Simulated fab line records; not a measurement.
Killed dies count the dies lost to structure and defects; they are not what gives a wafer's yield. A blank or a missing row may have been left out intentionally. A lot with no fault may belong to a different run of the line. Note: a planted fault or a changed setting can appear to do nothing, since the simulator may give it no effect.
fab line records | flow n5Finfet
record: lots: 24 wafers: 72 lastDay: 19
route steps=1938 shown BEOL_M7@1309 BEOL_M8@1390
lots that met no fault: from a run of the same line without faults
startH: start of the lot's first displayed wafer, in hours after the record's first day | waitH: time in hours since the lot's previous step | " unchanged from the row above | L1.1+2: a row that stands for several wafers | - no value present, or no start provided | * or withheld: withheld | < > ~ a bound
route shown NAME@n: a module of which the file shows steps, and the number in the route of the first | usual: the fault-free wafers' mean and standard deviation | same: alike in all rows | chamber/n: place in a boat | sites: each site's reading | _std_site: the standard deviation of these | _edge_site: mean of outer sites minus mean of inner sites | radiusMm: for every site, how far away it sits from the centre of the wafer | mask NAME#n: copy n | behind: tool/chamber where the wafer was last shaped | hold: reason for holding the lot/hours on hold/outcome of the hold | device: which transistor (n, p or np) failed to switch | end of line: tests of these same wafers at the route's end | a step given without rows: its recipe and nothing more | killed: count of dies lost to structure and defects at first sort (not the wafer's yield) | map: a wafer's dies, x killed, . not, _ none there
set.NAME: setting as actually run; set.NAME@STEP: the setting as run at that earlier step | model.NAME: the simulator's own value behind a step, which no gauge read
a sample of lots followed through the steps of the route, with each step as a table and each wafer as a row
services: the hour from which a tool's chamber was out of use, counted from the record's first day as startH (under 0 if before that day), plus the number of hours and why
== steps ==
step: N5_BEOL_M7_ETCH_41
recipe: chemistry: CH3F/O2 target: SiCN targetDepthA: 319 taperDeg: 2 timeS: 57.8 ionEnergyEv: 120 maskMaterial: TiN pressureMtorr: 30 sourceW: 395 biasW: 75 Ar_flow_sccm: 150 CH3F_flow_sccm: 30 O2_flow_sccm: 20
usual: O2_flow_sccm: 20.00/0.06 drypumpMotorCurrentA: 5.9/0.42 oesProductAu: 0.74/0.057 rfVppV: 297.3/1.2 showerheadPlenumPTorr: 2.00/0.05 throttleValvePct: 16.36/0.15
columns lot.wafer tool chamber startH waitH O2_flow_sccm drypumpMotorCurrentA oesProductAu rfHoursCounterH rfVppV showerheadPlenumPTorr throttleValvePct
L074.2 rieDiel-03 1 - - 19.98 6.0 0.89 38 297.8 1.95 16.10
L074.3 " 2 " " 20.06 5.4 0.74 181 295.6 1.99 16.19
L074.5 " 3 " " 20.07 5.6 0.70 - 297.2 1.98 16.47
L076.2 rieDiel-03 1 - - 20.10 5.9 0.88 42 295.8 1.95 16.10
L076.4 " 2 " " 19.95 5.4 0.74 185 296.4 1.99 16.16
L076.5 " 1 " " 20.06 6.0 0.88 - 296.3 1.95 16.10
L075.3 rieDiel-04 3 - - 19.96 6.5 0.70 180 298.4 1.99 16.30
L075.5 " 1 " " 19.99 6.2 0.75 - 295.9 2.00 16.49
L075.6 " 0 " " 19.99 5.4 0.84 - 300.0 2.11 16.10
L077.2 rieDiel-05 1 - - 19.92 5.8 0.72 177 298.4 2.07 16.40
L077.4 " 3 " " 20.06 5.7 0.85 62 299.5 2.11 16.30
L077.5 " 0 " " 20.06 5.2 0.79 - 297.4 2.02 16.53
L079.3 rieDiel-05 0 - - 19.91 5.2 0.79 98 297.8 2.02 16.53
L079.4 " 3 " " 19.98 5.7 0.83 64 298.5 2.11 16.29
L079.6 " 2 " " 20.00 5.7 0.72 - 299.8 2.06 16.57
L078.1 rieDiel-03 0 - - 19.98 6.4 0.73 217 296.0 1.97 16.39
L078.3 " 3 " " 20.06 5.6 0.70 222 297.9 1.98 16.50
L078.5 " 0 " " 20.03 6.4 0.73 - 298.0 1.97 16.38
L080.1 rieDiel-04 3 - - 19.99 6.4 0.69 187 296.9 1.99 16.31
L080.3 " 1 " " 19.91 6.2 0.74 158 297.0 1.99 16.50
L080.4 " 2 " " 20.00 6.5 0.71 216 296.4 1.98 16.29
L081.1 rieDiel-03 3 - - 19.98 5.6 0.70 228 298.5 1.97 16.49
L081.2 " 1 " " 20.01 6.0 0.86 54 295.9 1.94 16.12
L081.5 " 3 " " 20.02 5.6 0.70 - 296.7 1.97 16.50
L082.1 rieDiel-03 1 - - 20.05 6.0 0.86 56 296.0 1.94 16.13
L082.3 " 2 " " 20.14 5.5 0.74 201 298.1 1.98 16.23
L082.4 " 3 " " 19.90 5.6 0.69 231 297.3 1.97 16.51
L083.1 rieDiel-03 3 - - 19.97 5.6 0.69 233 296.8 1.97 16.52
L083.3 " 1 " " 20.01 6.0 0.85 58 297.7 1.94 16.13
L083.6 " 3 " " 20.00 5.6 0.68 - 297.1 1.97 16.51
L084.1 rieDiel-03 2 - - 19.93 5.4 0.73 205 298.2 1.98 16.23
L084.3 " 3 " " 20.09 5.6 0.69 234 297.2 1.97 16.52
L084.4 " 1 " " 20.06 6.0 0.85 60 295.3 1.94 16.14
L087.3 rieDiel-04 0 - - 20.06 5.4 0.82 94 299.8 2.10 16.16
L087.5 " 2 " " 20.07 6.5 0.70 - 295.4 1.97 16.33
L087.6 " 3 " " 19.93 6.5 0.69 - 297.0 1.99 16.37
L085.3 rieDiel-04 1 - - 19.98 6.2 0.73 176 298.5 1.99 16.55
L085.4 " 0 " " 19.91 5.4 0.81 94 299.6 2.10 16.15
L085.6 " 2 " " 19.97 6.5 0.71 - 297.0 1.97 16.32
L086.1 rieDiel-04 3 - - 19.95 6.5 0.69 201 297.3 1.99 16.33
L086.2 " 1 " " 19.96 6.1 0.73 177 296.4 1.99 16.54
L086.6 " 2 " " 20.08 6.5 0.71 - 296.9 1.97 16.31
L088.1 rieDiel-03 1 - - 20.02 5.9 0.83 66 297.5 1.94 16.13
L088.3 " 0 " " 20.00 6.3 0.71 235 296.6 1.96 16.41
L088.5 " 2 " " 20.01 5.5 0.72 - 296.5 1.98 16.24
L090.1 rieDiel-05 2 - - 20.04 5.7 0.71 234 298.3 2.05 16.61
L090.2 " 1 " " 20.04 5.8 0.70 202 297.9 2.07 16.46
L090.4 " 3 " " 19.94 5.7 0.80 87 298.2 2.10 16.34
L089.3 rieDiel-03 3 - - 20.06 5.6 0.68 242 296.3 1.97 16.53
L089.5 " 2 " " 20.11 5.5 0.72 - 297.1 1.98 16.23
L089.6 " 3 " " 20.11 5.6 0.68 - 296.9 1.97 16.54
L091.1 rieDiel-03 0 - - 19.99 6.4 0.71 240 297.2 1.96 16.43
L091.2 " 1 " " 20.00 6.1 0.84 71 296.8 1.94 16.15
L091.4 " 2 " " 20.05 5.4 0.71 - 295.6 1.98 16.25
L092.1 rieDiel-04 3 - - 20.01 6.4 0.68 207 296.9 1.98 16.36
L092.2 " 2 " " 20.09 6.5 0.71 240 297.8 1.97 16.32
L092.6 " 3 " " 19.92 6.4 0.68 - 296.6 1.98 16.34
L093.1 rieDiel-03 0 - - 20.01 6.4 0.71 242 296.7 1.96 16.42
L093.3 " 2 " " 19.90 5.5 0.72 218 296.7 1.98 16.25
L093.6 " 1 " " 19.91 6.0 0.84 - 296.8 1.94 16.19
L094.1 rieDiel-04 0 - - 19.87 5.4 0.81 101 299.2 2.10 16.16
L094.3 " 3 " " 19.92 6.4 0.68 209 297.0 1.98 16.36
L094.4 " 1 " " 19.95 6.2 0.72 185 298.6 1.98 16.57
L095.1 rieDiel-05 0 - - 19.92 5.2 0.76 130 296.3 2.01 16.60
L095.2 " 1 " " 19.98 5.8 0.69 209 300.3 2.06 16.46
L095.5 " 3 " " 19.99 5.8 0.80 - 299.0 2.10 16.35
L096.1 rieDiel-04 0 - - 20.02 5.4 0.79 109 298.6 2.10 16.17
L096.5 " 3 " " 20.02 6.5 0.68 - 296.4 1.98 16.38
L096.6 " 0 " " 19.95 5.4 0.79 - 298.7 2.10 16.19
L097.2 rieDiel-05 3 - - 19.99 5.7 0.79 105 298.9 2.10 16.38
L097.5 " 1 " " 20.04 5.8 0.68 - 298.7 2.06 16.48
L097.6 " 0 " " 20.03 5.3 0.74 - 296.6 2.01 16.63
step: N5_BEOL_M7_STRIP_80
recipe: chemistry: N2/H2 timeS: 10 powerW: 450 tempC: 40 pressureMtorr: 20 rfFrequencyHz: 6e+07 biasPowerW: 7 n2FlowSccm: 200 h2FlowSccm: 200
usual: drypumpMotorCurrentA: 5.9/0.42 oesProductAu: 0.74/0.056 rfVppV: 59.1/0.81 showerheadPlenumPTorr: 2.54/0.065 throttleValvePct: 23.72/0.19
columns lot.wafer tool chamber startH waitH drypumpMotorCurrentA oesProductAu rfHoursCounterH rfVppV showerheadPlenumPTorr throttleValvePct
L074.2 rieDiel-03 1 - - 6.0 0.88 38 58.3 2.48 23.78
L074.3 " 2 " " 5.5 0.74 181 59.2 2.52 23.49
L074.5 " 3 " " 5.6 0.69 - 59.2 2.51 23.64
L076.2 rieDiel-03 1 - - 6.1 0.87 42 59.0 2.48 23.80
L076.4 " 2 " " 5.4 0.74 185 59.8 2.52 23.51
L076.5 " 1 " " 6.1 0.88 - 60.3 2.48 23.80
L075.3 rieDiel-04 3 - - 6.5 0.70 180 58.5 2.53 23.68
L075.5 " 1 " " 6.1 0.76 - 60.1 2.54 23.91
L075.6 " 0 " " 5.4 0.83 - 59.5 2.69 23.46
L077.2 rieDiel-05 1 - - 5.8 0.72 177 59.3 2.64 23.64
L077.4 " 3 " " 5.7 0.84 62 59.7 2.69 23.73
L077.5 " 0 " " 5.3 0.77 - 59.1 2.56 24.21
L079.3 rieDiel-05 0 - - 5.2 0.80 98 58.2 2.56 24.22
L079.4 " 3 " " 5.7 0.84 64 61.3 2.69 23.73
L079.6 " 2 " " 5.7 0.73 - 60.4 2.61 23.85
L078.1 rieDiel-03 0 - - 6.3 0.72 217 58.7 2.50 23.59
L078.3 " 3 " " 5.6 0.69 222 59.6 2.51 23.64
L078.5 " 0 " " 6.4 0.72 - 58.7 2.50 23.58
L080.1 rieDiel-04 3 - - 6.5 0.69 187 58.7 2.53 23.67
L080.3 " 1 " " 6.2 0.75 158 58.7 2.54 23.93
L080.4 " 2 " " 6.5 0.73 216 58.0 2.52 23.73
L081.1 rieDiel-03 3 - - 5.6 0.69 228 58.0 2.51 23.66
L081.2 " 1 " " 6.1 0.86 54 57.6 2.48 23.80
L081.5 " 3 " " 5.6 0.69 - 60.6 2.51 23.66
L082.1 rieDiel-03 1 - - 6.1 0.86 56 58.9 2.47 23.80
L082.3 " 2 " " 5.5 0.73 201 58.4 2.51 23.52
L082.4 " 3 " " 5.6 0.69 231 60.4 2.51 23.66
L083.1 rieDiel-03 3 - - 5.6 0.68 233 59.2 2.50 23.67
L083.3 " 1 " " 6.0 0.85 58 59.4 2.47 23.84
L083.6 " 3 " " 5.6 0.68 - 59.7 2.50 23.67
L084.1 rieDiel-03 2 - - 5.5 0.73 205 59.9 2.51 23.51
L084.3 " 3 " " 5.6 0.68 234 59.3 2.50 23.67
L084.4 " 1 " " 6.0 0.86 60 59.0 2.47 23.82
L087.3 rieDiel-04 0 - - 5.5 0.80 94 60.0 2.68 23.51
L087.5 " 2 " " 6.5 0.70 - 59.0 2.51 23.73
L087.6 " 3 " " 6.4 0.69 - 57.8 2.52 23.71
L085.3 rieDiel-04 1 - - 6.2 0.73 176 58.5 2.53 23.96
L085.4 " 0 " " 5.4 0.82 94 60.1 2.67 23.49
L085.6 " 2 " " 6.5 0.71 - 58.9 2.51 23.77
L086.1 rieDiel-04 3 - - 6.5 0.69 201 58.3 2.52 23.70
L086.2 " 1 " " 6.2 0.73 177 61.0 2.53 23.95
L086.6 " 2 " " 6.5 0.71 - 59.7 2.51 23.75
L088.1 rieDiel-03 1 - - 6.0 0.84 66 58.2 2.47 23.83
L088.3 " 0 " " 6.3 0.71 235 58.6 2.49 23.62
L088.5 " 2 " " 5.5 0.72 - 58.0 2.51 23.51
L090.1 rieDiel-05 2 - - 5.7 0.71 234 59.1 2.60 23.85
L090.2 " 1 " " 5.8 0.71 202 61.1 2.63 23.70
L090.4 " 3 " " 5.7 0.82 87 59.8 2.68 23.77
L089.3 rieDiel-03 3 - - 5.6 0.68 242 58.7 2.50 23.70
L089.5 " 2 " " 5.5 0.72 - 58.9 2.51 23.52
L089.6 " 3 " " 5.6 0.68 - 59.9 2.50 23.68
L091.1 rieDiel-03 0 - - 6.4 0.69 241 59.6 2.49 23.62
L091.2 " 1 " " 6.0 0.83 71 59.3 2.47 23.82
L091.4 " 2 " " 5.5 0.73 - 58.2 2.51 23.53
L092.1 rieDiel-04 3 - - 6.5 0.69 207 58.4 2.52 23.71
L092.2 " 2 " " 6.6 0.70 240 59.4 2.51 23.75
L092.6 " 3 " " 6.5 0.68 - 59.0 2.52 23.71
L093.1 rieDiel-03 0 - - 6.4 0.71 242 57.7 2.49 23.62
L093.3 " 2 " " 5.5 0.72 218 58.8 2.51 23.52
L093.6 " 1 " " 6.0 0.83 - 58.9 2.47 23.84
L094.1 rieDiel-04 0 - - 5.5 0.80 101 59.5 2.67 23.50
L094.3 " 3 " " 6.4 0.68 209 57.9 2.52 23.72
L094.4 " 1 " " 6.1 0.72 185 59.0 2.53 23.96
L095.1 rieDiel-05 0 - - 5.2 0.75 130 58.5 2.55 24.25
L095.2 " 1 " " 5.8 0.69 209 59.2 2.62 23.72
L095.5 " 3 " " 5.8 0.80 - 58.6 2.68 23.77
L096.1 rieDiel-04 0 - - 5.4 0.79 109 59.0 2.67 23.52
L096.5 " 3 " " 6.5 0.67 - 58.4 2.51 23.74
L096.6 " 0 " " 5.4 0.79 - 59.8 2.67 23.52
L097.2 rieDiel-05 3 - - 5.7 0.79 105 60.3 2.68 23.76
L097.5 " 1 " " 5.8 0.71 - 59.2 2.62 23.71
L097.6 " 0 " " 5.2 0.76 - 58.9 2.54 24.27
step: N5_BEOL_M7_SURFACE_TREAT_79
recipe: gas: Ar timeS: * ionEnergyEv: * ionCurrentMaCm2: 0.5 pressureMtorr: * arFlowSccm: 30
usual: throttleValvePct: *
columns lot.wafer tool chamber startH waitH throttleValvePct
L074.2 pvdSputter-02 - 190.95 0.2 *
L074.3 " - " " *
L074.5 " - " " *
L076.2 pvdSputter-02 - 200.86 0.2 *
L076.4 " - " " *
L076.5 " - " " *
L075.3 pvdSputter-03 - 201.21 0.3 *
L075.5 " - " " *
L075.6 " - " " *
L077.2 pvdSputter-01 - 216.26 0.2 *
L077.4 " - " " *
L077.5 " - " " *
L079.3 pvdSputter-02 - 223.14 0.2 *
L079.4 " - " " *
L079.6 " - " " *
L078.1 pvdSputter-03 - 223.93 0.2 *
L078.3 " - " " *
L078.5 " - " " *
L080.1 pvdSputter-01 - 227.72 0.3 *
L080.3 " - " " *
L080.4 " - " " *
L081.1 pvdSputter-02 - 245.08 0.2 *
L081.2 " - " " *
L081.5 " - " " *
L082.1 pvdSputter-02 - 253.42 0.4 *
L082.3 " - " " *
L082.4 " - " " *
L083.1 pvdSputter-02 - 261.66 0.2 *
L083.3 " - " " *
L083.6 " - " " *
L084.1 pvdSputter-03 - 267.59 0.4 *
L084.3 " - " " *
L084.4 " - " " *
L087.3 pvdSputter-02 - 288.90 0.2 *
L087.5 " - " " *
L087.6 " - " " *
L085.3 pvdSputter-01 - 289.66 0.2 *
L085.4 " - " " *
L085.6 " - " " *
L086.1 pvdSputter-01 - 292.26 1.1 *
L086.2 " - " " *
L086.6 " - " " *
L088.1 pvdSputter-03 - 293.62 0.2 *
L088.3 " - " " *
L088.5 " - " " *
L090.1 pvdSputter-01 - 300.87 0.2 *
L090.2 " - " " *
L090.4 " - " " *
L089.3 pvdSputter-02 - 300.94 0.2 *
L089.5 " - " " *
L089.6 " - " " *
L091.1 pvdSputter-01 - 312.84 0.2 *
L091.2 " - " " *
L091.4 " - " " *
L092.1 pvdSputter-01 - 312.96 0.2 *
L092.2 " - " " *
L092.6 " - " " *
L093.1 pvdSputter-01 - 316.73 0.2 *
L093.3 " - " " *
L093.6 " - " " *
L094.1 pvdSputter-03 - 320.00 0.4 *
L094.3 " - " " *
L094.4 " - " " *
L095.1 pvdSputter-03 - 327.19 0.2 *
L095.2 " - " " *
L095.5 " - " " *
L096.1 pvdSputter-02 - 346.51 0.2 *
L096.5 " - " " *
L096.6 " - " " *
L097.2 pvdSputter-03 - 354.24 0.2 *
L097.5 " - " " *
L097.6 " - " " *
step: N5_BEOL_M7_ANNEAL_51
recipe: tempC: 225 timeS: 90 ambient: N2
usual: wafer_temp_C_max: 226.13/0.26
columns lot.wafer tool chamber startH waitH wafer_temp_C_max
L074.2 rtpAnneal-02 0 191.50 0.1 226.41
L074.3 " 0 " " 226.11
L074.5 " 0 " " 226.13
L076.2 rtpAnneal-01 0 202.03 0.6 226.61
L076.4 " 0 " " 226.41
L076.5 " 0 " " 226.11
L075.3 rtpAnneal-02 0 202.12 0.5 225.83
L075.5 " 0 " " 226.19
L075.6 " 0 " " 225.81
L077.2 rtpAnneal-01 0 216.76 0.1 225.81
L077.4 " 0 " " 226.12
L077.5 " 0 " " 225.62
L079.3 rtpAnneal-01 0 223.70 0.1 226.44
L079.4 " 0 " " 226.28
L079.6 " 0 " " 226.19
L078.1 rtpAnneal-02 0 224.98 0.7 226.00
L078.3 " 0 " " 225.73
L078.5 " 0 " " 226.14
L080.1 rtpAnneal-02 0 228.25 0.1 226.10
L080.3 " 0 " " 226.01
L080.4 " 0 " " 225.96
L081.1 rtpAnneal-01 0 245.93 0.1 226.48
L081.2 " 0 " " 225.69
L081.5 " 0 " " 226.28
L082.1 rtpAnneal-02 0 253.83 0.1 226.58
L082.3 " 0 " " 226.21
L082.4 " 0 " " 226.55
L083.1 rtpAnneal-02 0 262.11 0.1 225.83
L083.3 " 0 " " 226.03
L083.6 " 0 " " 226.04
L084.1 rtpAnneal-01 0 268.17 0.2 226.14
L084.3 " 0 " " 225.93
L084.4 " 0 " " 226.05
L087.3 rtpAnneal-02 0 290.38 0.9 226.15
L087.5 " 0 " " 225.88
L087.6 " 0 " " 225.92
L085.3 rtpAnneal-01 0 290.61 0.4 226.46
L085.4 " 0 " " 226.63
L085.6 " 0 " " 226.61
L086.1 rtpAnneal-01 0 293.22 0.3 225.76
L086.2 " 0 " " 226.10
L086.6 " 0 " " 226.50
L088.1 rtpAnneal-01 0 294.27 0.1 225.92
L088.3 " 0 " " 226.16
L088.5 " 0 " " 226.13
L090.1 rtpAnneal-02 0 301.58 0.3 226.21
L090.2 " 0 " " 225.90
L090.4 " 0 " " 225.96
L089.3 rtpAnneal-02 0 301.94 0.6 226.24
L089.5 " 0 " " 226.34
L089.6 " 0 " " 226.21
L091.1 rtpAnneal-01 0 313.27 0.1 226.27
L091.2 " 0 " " 226.54
L091.4 " 0 " " 226.07
L092.1 rtpAnneal-01 0 313.81 0.3 226.16
L092.2 " 0 " " 226.41
L092.6 " 0 " " 226.09
L093.1 rtpAnneal-01 0 317.16 0.1 226.56
L093.3 " 0 " " 226.38
L093.6 " 0 " " 226.41
L094.1 rtpAnneal-02 0 320.42 0.1 225.75
L094.3 " 0 " " 226.10
L094.4 " 0 " " 225.92
L095.1 rtpAnneal-01 0 328.12 0.5 225.97
L095.2 " 0 " " 226.22
L095.5 " 0 " " 226.51
L096.1 rtpAnneal-02 0 346.94 0.1 226.32
L096.5 " 0 " " 226.13
L096.6 " 0 " " 225.98
L097.2 rtpAnneal-01 0 355.34 0.6 225.97
L097.5 " 0 " " 225.87
L097.6 " 0 " " 225.69
step: N5_BEOL_M8_SURFACE_TREAT_79
recipe: gas: Ar timeS: * ionEnergyEv: * ionCurrentMaCm2: 0.5 pressureMtorr: * arFlowSccm: 30
usual: throttleValvePct: *
columns lot.wafer tool chamber startH waitH throttleValvePct
L074.2 pvdSputter-03 - 199.44 0.3 *
L074.3 " - " " *
L074.5 " - " " *
L076.2 pvdSputter-03 - 208.57 0.2 *
L076.4 " - " " *
L076.5 " - " " *
L075.3 pvdSputter-03 - 209.11 0.4 *
L075.5 " - " " *
L075.6 " - " " *
L077.2 pvdSputter-03 - 223.49 0.2 *
L077.4 " - " " *
L077.5 " - " " *
L079.3 pvdSputter-03 - 233.18 1.8 *
L079.4 " - " " *
L079.6 " - " " *
L078.1 pvdSputter-03 - 233.30 1.4 *
L078.3 " - " " *
L078.5 " - " " *
L080.1 pvdSputter-02 - 236.20 0.5 *
L080.3 " - " " *
L080.4 " - " " *
L081.1 pvdSputter-01 - 251.29 0.3 *
L081.2 " - " " *
L081.5 " - " " *
L082.1 pvdSputter-01 - 260.07 0.4 *
L082.3 " - " " *
L082.4 " - " " *
L083.1 pvdSputter-01 - 274.27 0.3 *
L083.3 " - " " *
L083.6 " - " " *
L084.1 pvdSputter-02 - 280.10 0.3 *
L084.3 " - " " *
L084.4 " - " " *
L085.3 pvdSputter-01 - 300.62 0.2 *
L085.4 " - " " *
L085.6 " - " " *
L087.3 pvdSputter-02 - 300.82 0.2 *
L087.5 " - " " *
L087.6 " - " " *
L086.1 pvdSputter-02 - 301.16 0.2 *
L086.2 " - " " *
L086.6 " - " " *
L088.1 pvdSputter-01 - 306.81 0.3 *
L088.3 " - " " *
L088.5 " - " " *
L090.1 pvdSputter-01 - 309.44 0.2 *
L090.2 " - " " *
L090.4 " - " " *
L089.3 pvdSputter-01 - 309.82 0.3 *
L089.5 " - " " *
L089.6 " - " " *
L091.1 pvdSputter-02 - 318.94 0.2 *
L091.2 " - " " *
L091.4 " - " " *
L092.1 pvdSputter-02 - 319.42 0.2 *
L092.2 " - " " *
L092.6 " - " " *
L093.1 pvdSputter-02 - 327.18 0.2 *
L093.3 " - " " *
L093.6 " - " " *
L094.1 pvdSputter-02 - 327.22 0.2 *
L094.3 " - " " *
L094.4 " - " " *
L095.1 pvdSputter-03 - 337.74 0.3 *
L095.2 " - " " *
L095.5 " - " " *
L096.1 pvdSputter-01 - 354.51 0.3 *
L096.5 " - " " *
L096.6 " - " " *
L097.2 pvdSputter-01 - 364.27 0.2 *
L097.5 " - " " *
L097.6 " - " " *
step: N5_BEOL_M8_RS_MEAS_57
recipe: thkMeasGauge: four-point-probe reads: Cu_of_BEOL_M8_ECD_50+Co_of_BEOL_M8_CVD_78+TaN_of_BEOL_M8_ALD_77
usual: M8_RS: 0.286/0.0053
columns lot.wafer tool chamber startH waitH M8_RS[ohm/sq]
L074.2 filmMetro-01 - 200.59 0.1 0.282
L074.3 " - " " 0.287
L074.5 " - " " 0.286
L076.2 filmMetro-02 - 209.99 0.1 0.287
L076.4 " - " " 0.288
L076.5 " - " " 0.293
L075.3 filmMetro-01 - 210.46 0.1 0.291
L075.5 " - " " 0.294
L075.6 " - " " 0.281
L077.2 filmMetro-01 - 225.02 0.1 0.287
L077.4 " - " " 0.286
L077.5 " - " " 0.289
L079.3 filmMetro-02 - 234.55 0.1 0.286
L079.4 " - " " 0.281
L079.6 " - " " 0.275
L078.1 filmMetro-02 - 234.74 0.1 0.294
L078.3 " - " " 0.285
L078.5 " - " " 0.285
L080.1 filmMetro-01 - 237.39 0.1 0.292
L080.3 " - " " 0.297
L080.4 " - " " 0.283
L081.1 filmMetro-02 - 253.72 0.1 0.291
L081.2 " - " " 0.278
L081.5 " - " " 0.276
L082.1 filmMetro-02 - 261.69 0.1 0.289
L082.3 " - " " 0.294
L082.4 " - " " 0.287
L083.1 filmMetro-02 - 276.32 0.1 0.285
L083.3 " - " " 0.279
L083.6 " - " " 0.281
L084.1 filmMetro-01 - 282.07 0.1 0.288
L084.3 " - " " 0.278
L084.4 " - " " 0.289
L085.3 filmMetro-02 - 301.78 0.1 0.287
L085.4 " - " " 0.286
L085.6 " - " " 0.285
L087.3 filmMetro-01 - 302.03 0.1 0.299
L087.5 " - " " 0.287
L087.6 " - " " 0.293
L086.1 filmMetro-02 - 303.04 0.1 0.286
L086.2 " - " " 0.288
L086.6 " - " " 0.287
L088.1 filmMetro-02 - 308.04 0.1 0.282
L088.3 " - " " 0.287
L088.5 " - " " 0.278
L090.1 filmMetro-01 - 311.09 0.1 0.295
L090.2 " - " " 0.289
L090.4 " - " " 0.289
L089.3 filmMetro-01 - 311.52 0.1 0.285
L089.5 " - " " 0.287
L089.6 " - " " 0.282
L091.1 filmMetro-01 - 320.15 0.1 0.286
L091.2 " - " " 0.294
L091.4 " - " " 0.291
L092.1 filmMetro-02 - 320.86 0.1 0.282
L092.2 " - " " 0.282
L092.6 " - " " 0.283
L093.1 filmMetro-01 - 328.84 0.1 0.282
L093.3 " - " " 0.284
L093.6 " - " " 0.286
L094.1 filmMetro-01 - 329.11 0.1 0.286
L094.3 " - " " 0.289
L094.4 " - " " 0.290
L095.1 filmMetro-02 - 338.91 0.1 0.297
L095.2 " - " " 0.283
L095.5 " - " " 0.295
L096.1 filmMetro-02 - 356.31 0.1 0.276
L096.5 " - " " 0.289
L096.6 " - " " 0.290
L097.2 filmMetro-02 - 365.95 0.1 0.286
L097.5 " - " " 0.290
L097.6 " - " " 0.286
== services ==
columns tool chamber startH hours kind
pvdSputter-02 - 174.26 5.0 repair
rieDiel-03 1 235.73 2.8 repair
rieDiel-03 - 252.66 2.8 pm
rieDiel-04 3 264.39 11.2 repair
rieDiel-04 0 290.08 9.8 repair
rieDiel-03 3 308.45 5.8 repair
rieDiel-05 2 328.85 3.0 repair
rieDiel-03 3 334.88 - clean
rieDiel-03 3 334.88 - consumableReplace:esc
rieDiel-03 3 334.88 - consumableReplace:focusRing
rieDiel-03 3 334.88 25.6 scheduledDown
rieDiel-03 3 334.88 25.6 ventCycle
rieDiel-05 1 340.18 4.2 repair
rieDiel-04 2 349.86 - clean
rieDiel-04 2 349.86 - consumableReplace:focusRing
rieDiel-04 2 349.86 25.0 scheduledDown
rieDiel-04 2 349.86 25.0 ventCycle
rieDiel-05 2 352.59 - clean
rieDiel-05 2 352.59 - consumableReplace:focusRing
rieDiel-05 2 352.59 24.2 scheduledDown
rieDiel-05 2 352.59 24.2 ventCycle
rieDiel-03 0 355.67 52.1 repair
== key ==
fault none
